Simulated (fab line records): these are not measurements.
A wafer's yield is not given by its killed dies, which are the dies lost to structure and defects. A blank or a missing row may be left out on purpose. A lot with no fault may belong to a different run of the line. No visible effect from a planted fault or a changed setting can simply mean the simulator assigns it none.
Matching of chambers	flow n5 finfet	N5_BEOL_M4_STRIP_66 on rie diel-04: 4 sister chambers
The step strips in CF4. 7 wafers are shown with their chamber, then 8 later ones without.

## WAFERS, EACH WITH ITS CHAMBER
wafer	chamber	drypump motor current A (A)	throttle valve pct (%)
L074.5	0	5.7	13.55
L084.5	3	6.0	13.96
L084.6	1	6.4	13.60
L085.1	1	6.4	13.63
L085.4	3	5.9	13.96
L085.6	2	5.9	13.09
L093.1	2	5.9	13.14

## WAFERS WITH NO CHAMBER GIVEN
wafer	drypump motor current A (A)	throttle valve pct (%)
L093.4	6.4	13.67
L093.5	6.0	13.39
L094.4	6.0	13.39
L094.5	5.7	13.63
L094.6	6.4	13.66
L095.1	5.9	13.12
L095.3	5.9	13.41
L095.6	5.9	13.11

## WHICH CHAMBER EACH ONE RAN IN
wafer	from the rows above	in truth
L093.4	1	1
L093.5	can't be placed: 0 or 2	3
L094.4	can't be placed: 0 or 2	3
L094.5	0	0
L094.6	1	1
L095.1	2	2
L095.3	0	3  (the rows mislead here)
L095.6	2	2
Placed correctly: 5 of 8. Unplaceable from these rows: 2, with the true chamber sitting among the candidates in 0. Wrongly placed: 1.
How it was worked out, from the rows above alone: a wafer's distance from a chamber is the root of the sum, over the readings, of the square of ((its reading less the chamber's mean) divided by the reading's scatter). The wafer belongs to the nearest chamber; if the next one is less than 2 further off, it can't be placed. A chamber's mean is the mean of its shown wafers. The scatter: take each reading less its chamber's mean, square it, sum over the shown wafers, divide by the number of wafers less the number of chambers, and take the root.
